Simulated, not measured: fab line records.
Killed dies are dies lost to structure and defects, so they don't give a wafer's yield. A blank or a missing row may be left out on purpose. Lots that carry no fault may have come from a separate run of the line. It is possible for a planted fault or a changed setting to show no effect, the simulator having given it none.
Chamber matching || flow n5_finfet || N5_SD_EPI_N_ETCH_34 on rie_diel-01 has 4 sister chambers
The step etches SiARC in CF4, target depth 45.5 nm, time 75.8 s. 4 wafers are shown with their chamber, then 10 later ones without.

WAFERS WITH THEIR CHAMBER
{"wafer": "L082.4", "chamber": 3, "showerhead_plenum_p_Torr (Torr)": 2.21}
{"wafer": "L084.5", "chamber": 1, "showerhead_plenum_p_Torr (Torr)": 2.18}
{"wafer": "L085.2", "chamber": 0, "showerhead_plenum_p_Torr (Torr)": 2.05}
{"wafer": "L085.3", "chamber": 2, "showerhead_plenum_p_Torr (Torr)": 2.06}

WAFERS WHOSE CHAMBER IS MISSING
{"wafer": "L085.4", "showerhead_plenum_p_Torr (Torr)": 2.18}
{"wafer": "L087.1", "showerhead_plenum_p_Torr (Torr)": 2.06}
{"wafer": "L087.5", "showerhead_plenum_p_Torr (Torr)": 2.05}
{"wafer": "L087.6", "showerhead_plenum_p_Torr (Torr)": 2.18}
{"wafer": "L092.2", "showerhead_plenum_p_Torr (Torr)": 2.21}
{"wafer": "L092.4", "showerhead_plenum_p_Torr (Torr)": 2.05}
{"wafer": "L092.5", "showerhead_plenum_p_Torr (Torr)": 2.06}
{"wafer": "L097.3", "showerhead_plenum_p_Torr (Torr)": 2.20}
{"wafer": "L097.5", "showerhead_plenum_p_Torr (Torr)": 2.05}
{"wafer": "L097.6", "showerhead_plenum_p_Torr (Torr)": 2.17}

WHICH CHAMBER EACH WENT THROUGH
{"wafer": "L085.4", "from the rows above": 1, "in truth": 1}
{"wafer": "L087.1", "from the rows above": 2, "in truth": 2}
{"wafer": "L087.5", "from the rows above": 0, "in truth": 0}
{"wafer": "L087.6", "from the rows above": 1, "in truth": 1}
{"wafer": "L092.2", "from the rows above": 3, "in truth": 3}
{"wafer": "L092.4", "from the rows above": 0, "in truth": 0}
{"wafer": "L092.5", "from the rows above": 2, "in truth": 2}
{"wafer": "L097.3", "from the rows above": 3, "in truth": 3}
{"wafer": "L097.5", "from the rows above": 0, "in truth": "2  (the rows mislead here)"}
{"wafer": "L097.6", "from the rows above": 1, "in truth": 1}
Correct placement for 9 of the 10. Number that these rows cannot place: 0. 1 placed wrongly.
How it was worked out, from the rows above alone: a wafer's distance from a chamber is the root of the sum, over the readings, of the square of ((its reading less the chamber's mean) divided by the reading's scatter). If the next closest chamber is less than 2 further off than the closest, the wafer can't be placed; otherwise it belongs to the closest. The mean given for a chamber averages the wafers shown for that chamber. The scatter: root of mean squared gap, hidden wafer to nearest shown wafer, with one shown wafer a chamber.
